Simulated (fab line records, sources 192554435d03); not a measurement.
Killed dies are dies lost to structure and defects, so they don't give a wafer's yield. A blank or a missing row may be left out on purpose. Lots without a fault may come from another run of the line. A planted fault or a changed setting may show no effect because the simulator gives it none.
fab line records | flow n5_finfet
record lots=7 wafers=18 last_day=17
route steps=1938 shown BEOL_M10@1497
lots that met no fault: from a run of the same line without faults
start_h: hours from the record's first day to the start of the lot's first wafer shown | wait_h: hours since the lot's step before | " the same as in the row above | L1.1+2: a row that stands for several wafers | - no value, or no start given | * or withheld: withheld | < > ~ a bound
route shown NAME@n: a module of which the file shows steps, and the number in the route of the first | usual: mean/standard deviation of fault-free wafers | same: alike in all rows | chamber/n: place in a boat | sites: the reading at each site | _std_site: their standard deviation | _edge_site: outer sites' mean less inner sites' | radius_mm: how far each site lies from the wafer's centre | mask NAME#n: copy n | behind: the tool/chamber that last shaped the wafer | hold: why the lot was held/for how many hours/how that ended | device: the transistor (n, p or np) that didn't switch | end of line: the same wafers' tests at the end of the route | a step without rows: its recipe alone | killed: dies lost to structure and defects at the first sort, not the wafer's yield | map: a wafer's dies, x killed, . not, _ none there
set.NAME: the setting as run; set.NAME@STEP: as run at that earlier step | model.NAME: the simulator's own value behind a step, which no gauge read
lots at some steps of the route; a table a step, a row a wafer
services: from which hour (start_h, from the record's first day; less than 0 if before it) a tool's chamber was out of use, for how many hours, and why
## steps
# step N5_BEOL_M10_EBR_24
# recipe solvent=PGMEA ebr_width_mm=1.5
# step N5_BEOL_M10_SOFTBAKE_23
# recipe temp_c=110 time_s=60 resist=CAR-ArF
# step N5_BEOL_M10_EXPOSE_25
# recipe mask_id=V9 na=1.35 source_shape=annular sigma_inner=0.5 sigma_outer=0.8 polarization=unpolarized dose_mj=85.5
# step N5_BEOL_M10_PEB_26
# recipe peb_temp_c=withheld peb_time_s=60 resist=CAR-ArF
# step N5_BEOL_M10_DEVELOP_27
# recipe develop_time_s=30 developer=TMAH resist=CAR-ArF rinse_liquid=diw dry=air_spin dev_temp_c=23
# step N5_BEOL_M10_CD_MEAS_28
# recipe target_cd_nm=70 landing_energy_ev=500 detector=se_inlens polarity=opening
# usual cd_nm=70.3/0.96
# columns lot.wafer tool chamber start_h wait_h cd_nm
L826.1 cd_sem-02 0 226.91 - 70.7
L826.5 " 0 " " 71.7
L826.6 " 0 " " 70.2
L829.2 cd_sem-03 0 239.74 - 70.9
L829.4 " 0 " " 70.8
L829.5 " 0 " " 69.6
L835.1 cd_sem-02 0 291.65 - 70.3
L835.3 " 0 " " 69.4
L835.4 " 0 " " 69.7
L841.2 cd_sem-02 0 322.15 - 71.4
L841.5 " 0 " " 71.0
L839.2 cd_sem-02 0 322.31 - 72.9
L839.3 " 0 " " 69.5
L839.6 " 0 " " 70.5
L843.2 cd_sem-02 0 340.45 - 70.6
L843.5 " 0 " " 70.6
L845.5 cd_sem-01 0 353.64 - 70.6
L845.6 " 0 " " 70.7
# step N5_BEOL_M10_OVL_MEAS_29
# recipe points_per_wafer=44
# usual V9_OVL=-0.3/0.69
# columns lot.wafer tool chamber start_h wait_h V9_OVL[nm]
L826.1 overlay-02 0 226.94 0.0 0.4
L826.5 " 0 " " 1.0
L826.6 " 0 " " 0.5
L829.2 overlay-01 0 239.77 0.0 -2.0
L829.4 " 0 " " -1.1
L829.5 " 0 " " -0.5
L835.1 overlay-02 0 291.68 0.0 -0.3
L835.3 " 0 " " -0.4
L835.4 " 0 " " -0.4
L841.2 overlay-02 0 322.17 0.0 0.5
L841.5 " 0 " " 0.1
L839.2 overlay-01 0 322.36 0.0 -0.3
L839.3 " 0 " " -0.2
L839.6 " 0 " " -2.0
L843.2 overlay-02 0 340.48 0.0 -0.3
L843.5 " 0 " " -1.0
L845.5 overlay-02 0 353.67 0.0 -0.7
L845.6 " 0 " " 0.5
# step N5_BEOL_M10_INSPECT_30
# recipe mode=adi inspect_instrument=brightfield
# usual raw_defect_count=358/72
# columns lot.wafer tool chamber start_h wait_h raw_defect_count
L826.1 defect_inspect-02 - 226.96 0.0 436
L826.5 " - " " 282
L826.6 " - " " 466
L829.2 defect_inspect-01 - 239.80 0.0 404
L829.4 " - " " 363
L829.5 " - " " 377
L835.1 defect_inspect-02 - 291.70 0.0 470
L835.3 " - " " 406
L835.4 " - " " 303
L841.2 defect_inspect-02 - 322.20 0.0 305
L841.5 " - " " 178
L839.2 defect_inspect-01 - 322.39 0.0 405
L839.3 " - " " 516
L839.6 " - " " 371
L843.2 defect_inspect-01 - 340.51 0.0 391
L843.5 " - " " 320
L845.5 defect_inspect-02 - 353.69 0.0 258
L845.6 " - " " 312
# step N5_BEOL_M10_DESCUM_33
# recipe chemistry=O2 time_s=7.9 source_power_w=50 bias_power_w=20 pressure_mtorr=20 rf_frequency_hz=2.712e+07 temp_c=40 resist=CAR-ArF o2_flow_sccm=225
# usual drypump_motor_current_A=5.9/0.57 oes_product_au=0.81/0.084 rf_vpp_V=242.9/1.5 showerhead_plenum_p_Torr=2.07/0.079 throttle_valve_pct=20.36/0.24
# columns lot.wafer tool chamber start_h wait_h drypump_motor_current_A oes_product_au rf_hours_counter_h rf_vpp_V showerhead_plenum_p_Torr throttle_valve_pct
L826.1 rie_diel-06 1 227.00 0.0 5.9 0.94 19 245.8 2.23 20.12
L826.5 " 2 " " 6.2 0.90 - 241.4 2.05 20.44
L826.6 " 1 " " 5.9 0.93 - 244.5 2.23 20.12
L829.2 rie_diel-06 2 239.83 0.0 6.2 0.88 48 240.5 2.05 20.45
L829.4 " 0 " " 4.9 0.69 234 240.7 1.97 20.90
L829.5 " 1 " " 5.9 0.93 - 246.2 2.23 20.13
L835.1 rie_diel-05 2 291.78 0.1 6.6 0.69 245 243.0 2.08 20.71
L835.3 " 0 " " 6.0 0.75 168 243.1 1.99 20.28
L835.4 " 1 " " 6.4 0.85 74 242.3 2.04 20.33
L841.2 rie_diel-06 2 322.23 0.0 6.2 0.84 80 243.9 2.04 20.50
L841.5 " 0 " " 4.9 0.95 - 245.9 2.23 20.45
L839.2 rie_diel-02 1 322.42 0.0 5.5 0.80 87 241.4 2.03 19.98
L839.3 " 3 " " 6.0 0.90 16 241.9 2.05 20.29
L839.6 " 3 " " 5.9 0.92 - 243.8 2.04 20.29
L843.2 rie_diel-06 2 340.54 0.0 6.2 0.84 83 241.8 2.04 20.48
L843.5 " 0 " " 4.9 0.93 - 245.8 2.23 20.48
L845.5 rie_diel-06 1 353.77 0.1 5.9 0.85 - 244.4 2.22 20.19
L845.6 " 2 " " 6.2 0.83 - 242.4 2.03 20.50
# step N5_BEOL_M10_ETCH_65
# recipe chemistry=CF4 target=SiARC target_depth_a=390 mask_material=CAR-ArF time_s=65 ion_energy_ev=80 pressure_mtorr=40 source_w=545 bias_w=36 Ar_flow_sccm=100 cf4_flow_sccm=100 ends=cleared
# usual bias_w=36.00/0.098 drypump_motor_current_A=5.9/0.57 etch_rf_on_time_s=64.8/1.9 oes_product_au=0.69/0.074 rf_vpp_V=183.9/1.2 showerhead_plenum_p_Torr=2.12/0.075 throttle_valve_pct=15.52/0.24
# columns lot.wafer tool chamber start_h wait_h bias_w drypump_motor_current_A etch_rf_on_time_s oes_product_au rf_hours_counter_h rf_vpp_V showerhead_plenum_p_Torr throttle_valve_pct
L826.1 rie_diel-06 1 227.03 0.0 35.90 5.9 64.8 0.79 19 185.3 2.28 15.25
L826.5 " 2 " " 36.04 6.2 63.9 0.76 - 184.6 2.11 15.56
L826.6 " 1 " " 36.03 5.9 65.1 0.78 - 186.1 2.28 15.25
L829.2 rie_diel-06 2 239.86 0.0 36.04 6.3 63.0 0.75 48 183.4 2.10 15.58
L829.4 " 0 " " 36.04 4.9 63.8 0.60 234 184.2 2.03 16.07
L829.5 " 1 " " 36.04 5.9 64.4 0.80 - 185.0 2.27 15.25
L835.1 rie_diel-05 2 291.82 0.0 35.92 6.6 65.7 0.57 245 183.5 2.11 15.81
L835.3 " 0 " " 36.06 6.0 64.6 0.64 168 182.6 2.04 15.52
L835.4 " 1 " " 36.27 6.4 63.9 0.73 74 182.0 2.09 15.53
L841.2 rie_diel-06 2 322.27 0.0 35.83 6.2 63.1 0.72 80 183.7 2.09 15.64
L841.5 " 0 " " 36.08 4.9 61.9 0.84 - 183.7 2.27 15.58
L839.2 rie_diel-02 1 322.46 0.0 35.96 5.5 65.4 0.69 87 185.0 2.08 15.23
L839.3 " 3 " " 36.00 5.9 64.7 0.78 16 185.1 2.11 15.50
L839.6 " 3 " " 35.96 6.0 64.7 0.79 - 184.3 2.11 15.50
L843.2 rie_diel-06 2 340.58 0.0 35.97 6.2 63.4 0.72 83 183.1 2.09 15.63
L843.5 " 0 " " 35.98 4.9 62.9 0.81 - 185.9 2.27 15.57
L845.5 rie_diel-06 1 353.82 0.0 36.06 5.9 65.0 0.72 - 184.7 2.26 15.31
L845.6 " 2 " " 36.10 6.2 64.4 0.70 - 184.2 2.09 15.66
# step N5_BEOL_M10_ETCH_66
# recipe chemistry=N2/H2 target=SOC target_depth_a=1200 overetch_a=240 mask_material=SiARC temp_c=40 time_s=180 ion_energy_ev=200 pressure_mtorr=30 source_w=840 bias_w=150 n2_flow_sccm=200 h2_flow_sccm=200
# usual bias_w=150.0/0.41 drypump_motor_current_A=5.9/0.57 h2_flow_sccm=200.1/0.64 oes_product_au=0.65/0.064 rf_vpp_V=523.2/2.7 run_length_s=203.2/0.44 showerhead_plenum_p_Torr=2.51/0.093 throttle_valve_pct=17.7/0.34
# columns lot.wafer tool chamber start_h wait_h bias_w drypump_motor_current_A h2_flow_sccm oes_product_au rf_hours_counter_h rf_vpp_V run_length_s showerhead_plenum_p_Torr throttle_valve_pct
L826.1 rie_diel-06 1 227.08 0.0 149.3 5.9 200.8 0.76 19 530.2 202.6 2.69 17.2
L826.5 " 2 " " 149.7 6.2 201.0 0.71 - 523.7 203.2 2.48 17.7
L826.6 " 1 " " 150.2 5.9 200.2 0.75 - 527.7 202.6 2.69 17.2
L829.2 rie_diel-06 2 239.91 0.0 150.9 6.2 200.0 0.70 48 520.0 203.2 2.48 17.7
L829.4 " 0 " " 149.4 4.9 200.6 0.56 234 519.4 202.9 2.41 18.3
L829.5 " 1 " " 149.9 5.9 199.9 0.75 - 527.9 202.4 2.69 17.2
L835.1 rie_diel-05 2 291.87 0.0 151.0 6.6 201.5 0.55 245 522.9 203.5 2.51 18.1
L835.3 " 0 " " 149.8 6.0 200.8 0.60 168 520.4 202.8 2.45 17.8
L835.4 " 1 " " 149.9 6.3 198.9 0.67 74 521.3 203.4 2.46 17.5
L841.2 rie_diel-06 2 322.32 0.0 150.0 6.3 200.5 0.68 80 521.4 203.1 2.47 17.8
L841.5 " 0 " " 149.7 4.9 201.2 0.76 - 529.0 203.4 2.72 17.9
L839.2 rie_diel-02 1 322.51 0.0 150.1 5.5 200.4 0.65 87 521.8 203.4 2.45 17.3
L839.3 " 3 " " 149.5 6.0 200.2 0.74 16 521.5 203.5 2.50 17.8
L839.6 " 3 " " 150.0 6.0 198.7 0.74 - 522.0 203.6 2.50 17.8
L843.2 rie_diel-06 2 340.63 0.0 149.6 6.3 200.7 0.67 83 520.7 203.7 2.47 17.8
L843.5 " 0 " " 150.6 4.9 199.5 0.76 - 529.0 202.9 2.72 17.9
L845.5 rie_diel-06 1 353.90 0.1 150.1 5.9 199.3 0.69 - 527.3 203.0 2.67 17.3
L845.6 " 2 " " 149.5 6.3 199.3 0.67 - 519.9 203.3 2.46 17.8
# step N5_BEOL_M10_STRIP_69
# recipe chemistry=N2/H2 temp_c=40 n2_flow_sccm=200 h2_flow_sccm=200 rf_frequency_hz=6e+07
# step N5_BEOL_M10_VIA_ETCH_34
# recipe chemistry=C4F6/O2 target=SiCOH_lowk target_depth_a=1845 mask_material=SOC taper_deg=4 time_s=69.2 ion_energy_ev=250 pressure_mtorr=30 source_w=345 bias_w=185 Ar_flow_sccm=300 C4F6_flow_sccm=10 O2_flow_sccm=10
# usual bias_w=185.0/0.61 drypump_motor_current_A=5.9/0.57 oes_product_au=0.80/0.085 rf_vpp_V=660/11 run_length_s=92.4/0.41 showerhead_plenum_p_Torr=2.82/0.1 throttle_valve_pct=20.82/0.23
# columns lot.wafer tool chamber start_h wait_h bias_w drypump_motor_current_A oes_product_au rf_hours_counter_h rf_vpp_V run_length_s showerhead_plenum_p_Torr throttle_valve_pct model.etch.depth_nm model.SOC_of_BEOL_M10_COAT_63.thk_nm
L826.1 rie_diel-06 1 227.20 0.0 184.7 5.9 0.94 19 663 91.4 3.03 20.56 185.6 92.2
L826.5 " 2 " " 184.0 6.2 0.88 - 646 92.7 2.79 20.90 186.2 92
L826.6 " 1 " " 184.6 5.9 0.93 - 664 92.1 3.03 20.59 186.1 92.2
L829.2 rie_diel-06 2 240.04 0.0 185.0 6.2 0.88 48 646 92.5 2.79 20.91 188.8 91.4
L829.4 " 0 " " 186.4 4.9 0.70 234 649 92.1 2.69 21.35 185.3 91.8
L829.5 " 1 " " 183.3 5.9 0.93 - 664 92.3 3.02 20.57 187 91.8
L835.1 rie_diel-05 2 291.99 0.0 184.8 6.6 0.68 245 679 93.0 2.79 20.98 184 91.4
L835.3 " 0 " " 185.3 6.0 0.74 168 648 92.1 2.72 20.75 186.2 91.6
L835.4 " 1 " " 185.5 6.4 0.86 74 670 93.2 2.78 20.85 188.6 91.4
L841.2 rie_diel-06 2 322.44 0.0 - 6.2 0.84 80 645 87.2 2.77 20.93 171.5 92.4
L841.5 " 0 " " - 4.9 0.98 - 660 86.9 3.03 20.95 174.6 92.4
L839.2 rie_diel-02 1 322.63 0.0 184.9 5.5 0.80 87 656 92.5 2.77 20.48 181.8 92.2
L839.3 " 3 " " 185.2 6.0 0.91 16 673 92.3 2.80 20.84 183.6 92.2
L839.6 " 3 " " 184.3 6.0 0.92 - 673 92.4 2.80 20.85 185.6 91.8
L843.2 rie_diel-06 2 340.75 0.0 - 6.2 0.83 83 645 87.0 2.77 20.96 169.4 93
L843.5 " 0 " " - 4.9 0.94 - 660 86.9 3.02 20.98 172.4 93
L845.5 rie_diel-06 1 353.99 0.0 - 5.9 0.85 - 661 86.0 3.00 20.63 169.4 93.2
L845.6 " 2 " " 185.2 6.2 0.83 - 645 92.4 2.77 20.96 186.7 92
# step N5_BEOL_M10_STRIP_73
# recipe chemistry=C4F6/O2 resist=SiARC rf_frequency_hz=6e+07
## services
# columns tool chamber start_h hours kind
rie_diel-06 0 220.63 6.6 repair
rie_diel-02 - 229.71 0.5 repair
rie_diel-05 0 258.19 9.4 repair
rie_diel-02 3 259.59 - clean
rie_diel-02 3 259.59 - consumable_replace:focus_ring
rie_diel-02 3 259.59 11.6 scheduled_down
rie_diel-02 3 259.59 11.6 vent_cycle
rie_diel-02 0 264.49 9.9 repair
rie_diel-06 0 287.32 - clean
rie_diel-06 0 287.32 - consumable_replace:focus_ring
rie_diel-06 0 287.32 - consumable_replace:showerhead
rie_diel-06 0 287.32 29.1 scheduled_down
rie_diel-06 0 287.32 29.1 vent_cycle
rie_diel-05 0 307.30 4.3 repair
rie_diel-05 2 311.74 - clean
rie_diel-05 2 311.74 - consumable_replace:focus_ring
rie_diel-05 2 311.74 19.0 scheduled_down
rie_diel-05 2 311.74 19.0 vent_cycle
rie_diel-06 3 328.29 2.5 repair
## key
first_sign step=N5_BEOL_M10_VIA_ETCH_34 reading=run_length_s direction=down sigmas=13 usual=* struck=*
effect none on later readings
model_effect step=N5_BEOL_M10_VIA_ETCH_34 value=etch.depth_nm without=186 struck=171.5
met_at N5_BEOL_M10_VIA_ETCH_34
struck_wafers L841.2,L841.5,L843.2,L843.5,L845.5
onset_between 240.04 322.44
fault kind=process_parameter_drift tool=rie_diel-06 chamber=- onset_h=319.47 steps=N5_BEOL_M10_VIA_ETCH_34 channel=time_s offset=* shape=step end_h=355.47 scope=struck_wafers_only acts_in=* stated=*
